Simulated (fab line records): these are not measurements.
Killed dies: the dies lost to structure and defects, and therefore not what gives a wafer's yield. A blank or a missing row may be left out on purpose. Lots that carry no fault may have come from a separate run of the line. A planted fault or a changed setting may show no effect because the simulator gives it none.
Which tool is to blame? || flow n5Finfet || 72 wafers from 24 lots sampled at 3 of the route's 1938 steps

== WHAT EACH GAUGE READ, for each wafer ==
N5_GATE_CUT_INSPECT_26: inspects for defects (darkfield). Usual: 38 for rawDefectCount, sd 16.
{"lot": "L074", "measured": "day 4 15:21", "on": "defectInspect-01", "rawDefectCount": "30 100 37", "flag": ""}
{"lot": "L075", "measured": "day 5 00:53", "on": "defectInspect-01", "rawDefectCount": "43 28 45", "flag": ""}
{"lot": "L076", "measured": "day 5 02:43", "on": "defectInspect-02", "rawDefectCount": "29 61 82", "flag": ""}
{"lot": "L077", "measured": "day 5 13:40", "on": "defectInspect-02", "rawDefectCount": "33 21 37", "flag": ""}
{"lot": "L078", "measured": "day 5 15:56", "on": "defectInspect-02", "rawDefectCount": "45 25 52", "flag": ""}
{"lot": "L079", "measured": "day 6 00:22", "on": "defectInspect-01", "rawDefectCount": "37 28 32", "flag": ""}
{"lot": "L080", "measured": "day 6 02:22", "on": "defectInspect-01", "rawDefectCount": "54 70 54", "flag": ""}
{"lot": "L081", "measured": "day 6 11:14", "on": "defectInspect-01", "rawDefectCount": "38 40 54", "flag": ""}
{"lot": "L082", "measured": "day 6 13:58", "on": "defectInspect-02", "rawDefectCount": "42 20 28", "flag": ""}
{"lot": "L083", "measured": "day 7 03:41", "on": "defectInspect-02", "rawDefectCount": "34 28 29", "flag": ""}
{"lot": "L084", "measured": "day 7 17:24", "on": "defectInspect-01", "rawDefectCount": "23 42 14", "flag": ""}
{"lot": "L085", "measured": "day 8 01:20", "on": "defectInspect-01", "rawDefectCount": "51 42 54", "flag": ""}
{"lot": "L086", "measured": "day 8 08:31", "on": "defectInspect-02", "rawDefectCount": "33 23 15", "flag": ""}
{"lot": "L087", "measured": "day 8 10:05", "on": "defectInspect-01", "rawDefectCount": "38 48 50", "flag": ""}
{"lot": "L088", "measured": "day 8 15:33", "on": "defectInspect-02", "rawDefectCount": "82 35 65", "flag": ""}
{"lot": "L089", "measured": "day 8 22:00", "on": "defectInspect-01", "rawDefectCount": "37 25 35", "flag": ""}
{"lot": "L090", "measured": "day 8 23:39", "on": "defectInspect-01", "rawDefectCount": "37 28 25", "flag": ""}
{"lot": "L091", "measured": "day 9 10:08", "on": "defectInspect-01", "rawDefectCount": "62 30 62", "flag": ""}
{"lot": "L092", "measured": "day 9 13:09", "on": "defectInspect-01", "rawDefectCount": "45 52 26", "flag": ""}
{"lot": "L093", "measured": "day 9 23:40", "on": "defectInspect-02", "rawDefectCount": "17 36 44", "flag": ""}
{"lot": "L095", "measured": "day 10 08:37", "on": "defectInspect-02", "rawDefectCount": "48 31 24", "flag": ""}
{"lot": "L097", "measured": "day 10 10:55", "on": "defectInspect-01", "rawDefectCount": "54 57 71", "flag": ""}
{"lot": "L094", "measured": "day 10 14:35", "on": "defectInspect-02", "rawDefectCount": "28 38 23", "flag": ""}
{"lot": "L096", "measured": "day 10 15:10", "on": "defectInspect-01", "rawDefectCount": "39 21 55", "flag": ""}

N5_MOL_CONTACT_COAG_INSPECT_10: inspects for defects (brightfield). Usual: 70 for rawDefectCount, sd 28.
{"lot": "L074", "measured": "day 4 15:44", "on": "defectInspect-02", "rawDefectCount": "51 166 64", "flag": ""}
{"lot": "L075", "measured": "day 5 01:17", "on": "defectInspect-01", "rawDefectCount": "67 73 85", "flag": ""}
{"lot": "L076", "measured": "day 5 03:07", "on": "defectInspect-01", "rawDefectCount": "66 93 163", "flag": ""}
{"lot": "L077", "measured": "day 5 14:03", "on": "defectInspect-01", "rawDefectCount": "80 53 64", "flag": ""}
{"lot": "L078", "measured": "day 5 16:19", "on": "defectInspect-01", "rawDefectCount": "90 62 101", "flag": ""}
{"lot": "L079", "measured": "day 6 00:46", "on": "defectInspect-02", "rawDefectCount": "82 37 47", "flag": ""}
{"lot": "L080", "measured": "day 6 02:45", "on": "defectInspect-01", "rawDefectCount": "101 130 82", "flag": ""}
{"lot": "L081", "measured": "day 6 22:42", "on": "defectInspect-01", "rawDefectCount": "77 74 92", "flag": ""}
{"lot": "L082", "measured": "day 6 22:56", "on": "defectInspect-02", "rawDefectCount": "73 48 52", "flag": ""}
{"lot": "L083", "measured": "day 7 04:05", "on": "defectInspect-02", "rawDefectCount": "67 52 60", "flag": ""}
{"lot": "L084", "measured": "day 7 17:47", "on": "defectInspect-02", "rawDefectCount": "46 54 23", "flag": ""}
{"lot": "L085", "measured": "day 8 01:44", "on": "defectInspect-02", "rawDefectCount": "74 76 95", "flag": ""}
{"lot": "L086", "measured": "day 8 08:56", "on": "defectInspect-01", "rawDefectCount": "60 54 27", "flag": ""}
{"lot": "L087", "measured": "day 8 10:28", "on": "defectInspect-02", "rawDefectCount": "54 72 74", "flag": ""}
{"lot": "L088", "measured": "day 8 15:56", "on": "defectInspect-01", "rawDefectCount": "156 77 110", "flag": ""}
{"lot": "L089", "measured": "day 8 22:33", "on": "defectInspect-02", "rawDefectCount": "60 43 54", "flag": ""}
{"lot": "L090", "measured": "day 9 00:02", "on": "defectInspect-02", "rawDefectCount": "64 52 41", "flag": ""}
{"lot": "L091", "measured": "day 9 10:39", "on": "defectInspect-01", "rawDefectCount": "115 61 104", "flag": ""}
{"lot": "L092", "measured": "day 9 13:34", "on": "defectInspect-01", "rawDefectCount": "73 102 56", "flag": ""}
{"lot": "L093", "measured": "day 10 00:04", "on": "defectInspect-02", "rawDefectCount": "32 70 81", "flag": ""}
{"lot": "L095", "measured": "day 10 09:08", "on": "defectInspect-01", "rawDefectCount": "91 65 49", "flag": ""}
{"lot": "L097", "measured": "day 10 11:18", "on": "defectInspect-01", "rawDefectCount": "88 100 144", "flag": ""}
{"lot": "L094", "measured": "day 10 14:58", "on": "defectInspect-01", "rawDefectCount": "56 74 61", "flag": ""}
{"lot": "L096", "measured": "day 10 15:34", "on": "defectInspect-02", "rawDefectCount": "84 31 77", "flag": ""}

== WHAT TOOL EACH LOT RAN ON (gives the tool, then ch and the chambers of the sampled wafers, and finally the start) ==
{"lot": "L074", "N5_GATE_CUT_VAPOR_ETCH_51": "rieMetal-03 ch 0,1, day 4 12:35"}
{"lot": "L075", "N5_GATE_CUT_VAPOR_ETCH_51": "rieMetal-03 ch 0, day 4 20:16"}
{"lot": "L076", "N5_GATE_CUT_VAPOR_ETCH_51": "rieMetal-03 ch 0,1, day 4 23:04"}
{"lot": "L077", "N5_GATE_CUT_VAPOR_ETCH_51": "rieMetal-03 ch 0,1, day 5 10:43"}
{"lot": "L078", "N5_GATE_CUT_VAPOR_ETCH_51": "rieMetal-03 ch 0,1, day 5 13:09"}
{"lot": "L079", "N5_GATE_CUT_VAPOR_ETCH_51": "rieMetal-01 ch 1, day 5 19:09"}
{"lot": "L080", "N5_GATE_CUT_VAPOR_ETCH_51": "rieMetal-01 ch 1, day 5 23:36"}
{"lot": "L081", "N5_GATE_CUT_VAPOR_ETCH_51": "rieMetal-03 ch 0,1, day 6 07:55"}
{"lot": "L082", "N5_GATE_CUT_VAPOR_ETCH_51": "rieMetal-01 ch 0,1, day 6 11:15"}
{"lot": "L083", "N5_GATE_CUT_VAPOR_ETCH_51": "rieMetal-03 ch 0,1, day 7 00:58"}
{"lot": "L084", "N5_GATE_CUT_VAPOR_ETCH_51": "rieMetal-03 ch 0,1, day 7 14:12"}
{"lot": "L085", "N5_GATE_CUT_VAPOR_ETCH_51": "rieMetal-01 ch 0,1, day 7 22:37"}
{"lot": "L086", "N5_GATE_CUT_VAPOR_ETCH_51": "rieMetal-01 ch 0,1, day 8 05:47"}
{"lot": "L087", "N5_GATE_CUT_VAPOR_ETCH_51": "rieMetal-01 ch 0,1, day 8 07:22"}
{"lot": "L088", "N5_GATE_CUT_VAPOR_ETCH_51": "rieMetal-03 ch 0, day 8 12:40"}
{"lot": "L089", "N5_GATE_CUT_VAPOR_ETCH_51": "rieMetal-03 ch 0, day 8 18:26"}
{"lot": "L090", "N5_GATE_CUT_VAPOR_ETCH_51": "rieMetal-03 ch 0, day 8 20:40"}
{"lot": "L091", "N5_GATE_CUT_VAPOR_ETCH_51": "rieMetal-03 ch 0,1, day 9 07:22"}
{"lot": "L092", "N5_GATE_CUT_VAPOR_ETCH_51": "rieMetal-02 ch 0,1, day 9 09:41"}
{"lot": "L093", "N5_GATE_CUT_VAPOR_ETCH_51": "rieMetal-03 ch 0,1, day 9 20:57"}
{"lot": "L095", "N5_GATE_CUT_VAPOR_ETCH_51": "rieMetal-03 ch 0,1, day 10 05:34"}
{"lot": "L097", "N5_GATE_CUT_VAPOR_ETCH_51": "rieMetal-03 ch 0,1, day 10 08:11"}
{"lot": "L094", "N5_GATE_CUT_VAPOR_ETCH_51": "rieMetal-03 ch 0,1, day 10 11:20"}
{"lot": "L096", "N5_GATE_CUT_VAPOR_ETCH_51": "rieMetal-01 ch 0,1, day 10 11:46"}
- N5_GATE_CUT_VAPOR_ETCH_51: etches HfO2 in BCl3/Cl2.

== AS READ BY THE TOOLS THEMSELVES (means over the sampled wafers that have a number; for cases with no such wafer, the mark the record gives instead) ==
N5_GATE_CUT_VAPOR_ETCH_51. Usual: drypumpMotorCurrentA 6.1 A, standard deviation 0.42; oesProductAu 0.81 a.u., standard deviation 0.099.
{"lot": "L074", "tool": "rieMetal-03", "drypumpMotorCurrentA (A)": 5.9, "oesProductAu (a.u.)": 0.79, "flag": ""}
{"lot": "L075", "tool": "rieMetal-03", "drypumpMotorCurrentA (A)": 5.7, "oesProductAu (a.u.)": 0.87, "flag": ""}
{"lot": "L076", "tool": "rieMetal-03", "drypumpMotorCurrentA (A)": 5.9, "oesProductAu (a.u.)": 0.79, "flag": ""}
{"lot": "L077", "tool": "rieMetal-03", "drypumpMotorCurrentA (A)": 6.3, "oesProductAu (a.u.)": 0.70, "flag": ""}
{"lot": "L078", "tool": "rieMetal-03", "drypumpMotorCurrentA (A)": 5.9, "oesProductAu (a.u.)": 0.78, "flag": ""}
{"lot": "L079", "tool": "rieMetal-01", "drypumpMotorCurrentA (A)": 6.5, "oesProductAu (a.u.)": 0.81, "flag": ""}
{"lot": "L080", "tool": "rieMetal-01", "drypumpMotorCurrentA (A)": 6.6, "oesProductAu (a.u.)": 0.81, "flag": ""}
{"lot": "L081", "tool": "rieMetal-03", "drypumpMotorCurrentA (A)": 6.0, "oesProductAu (a.u.)": 0.78, "flag": ""}
{"lot": "L082", "tool": "rieMetal-01", "drypumpMotorCurrentA (A)": 6.2, "oesProductAu (a.u.)": 0.82, "flag": ""}
{"lot": "L083", "tool": "rieMetal-03", "drypumpMotorCurrentA (A)": 6.0, "oesProductAu (a.u.)": 0.77, "flag": ""}
{"lot": "L084", "tool": "rieMetal-03", "drypumpMotorCurrentA (A)": 6.2, "oesProductAu (a.u.)": 0.69, "flag": ""}
{"lot": "L085", "tool": "rieMetal-01", "drypumpMotorCurrentA (A)": 6.3, "oesProductAu (a.u.)": 0.82, "flag": ""}
{"lot": "L086", "tool": "rieMetal-01", "drypumpMotorCurrentA (A)": 6.4, "oesProductAu (a.u.)": 0.81, "flag": ""}
{"lot": "L087", "tool": "rieMetal-01", "drypumpMotorCurrentA (A)": 6.2, "oesProductAu (a.u.)": 0.81, "flag": ""}
{"lot": "L088", "tool": "rieMetal-03", "drypumpMotorCurrentA (A)": 5.7, "oesProductAu (a.u.)": 0.84, "flag": ""}
{"lot": "L089", "tool": "rieMetal-03", "drypumpMotorCurrentA (A)": 5.7, "oesProductAu (a.u.)": 0.83, "flag": ""}
{"lot": "L090", "tool": "rieMetal-03", "drypumpMotorCurrentA (A)": 5.7, "oesProductAu (a.u.)": 0.83, "flag": ""}
{"lot": "L091", "tool": "rieMetal-03", "drypumpMotorCurrentA (A)": 6.0, "oesProductAu (a.u.)": 0.87, "flag": ""}
{"lot": "L092", "tool": "rieMetal-02", "drypumpMotorCurrentA (A)": 5.8, "oesProductAu (a.u.)": 0.94, "flag": ""}
{"lot": "L093", "tool": "rieMetal-03", "drypumpMotorCurrentA (A)": 6.0, "oesProductAu (a.u.)": 0.85, "flag": ""}
{"lot": "L095", "tool": "rieMetal-03", "drypumpMotorCurrentA (A)": 5.9, "oesProductAu (a.u.)": 0.86, "flag": ""}
{"lot": "L097", "tool": "rieMetal-03", "drypumpMotorCurrentA (A)": 5.9, "oesProductAu (a.u.)": 0.85, "flag": ""}
{"lot": "L094", "tool": "rieMetal-03", "drypumpMotorCurrentA (A)": 6.3, "oesProductAu (a.u.)": 0.89, "flag": ""}
{"lot": "L096", "tool": "rieMetal-01", "drypumpMotorCurrentA (A)": 6.4, "oesProductAu (a.u.)": 0.79, "flag": ""}

== THE ANSWER, worked out from the rows above alone ==
Rule: lot off if the mean of its wafers having a number is beyond 3 standard deviations from the usual mean. Also off: a lot with no number at a reading for which 4 or more lots have one. Where the step has rows for the other lots, those lots are counted as sound. Order of review: gauges by route order, followed by the tools' own readings, for which a lot's mean as printed above is used. At the first step where some lot is off, the reading lying furthest off is the one used; lots without a number count as furthest.
Across all readings shown, no lot is off: no conclusion can be drawn from this.

== WHAT THE SIMULATOR PUT IN ==
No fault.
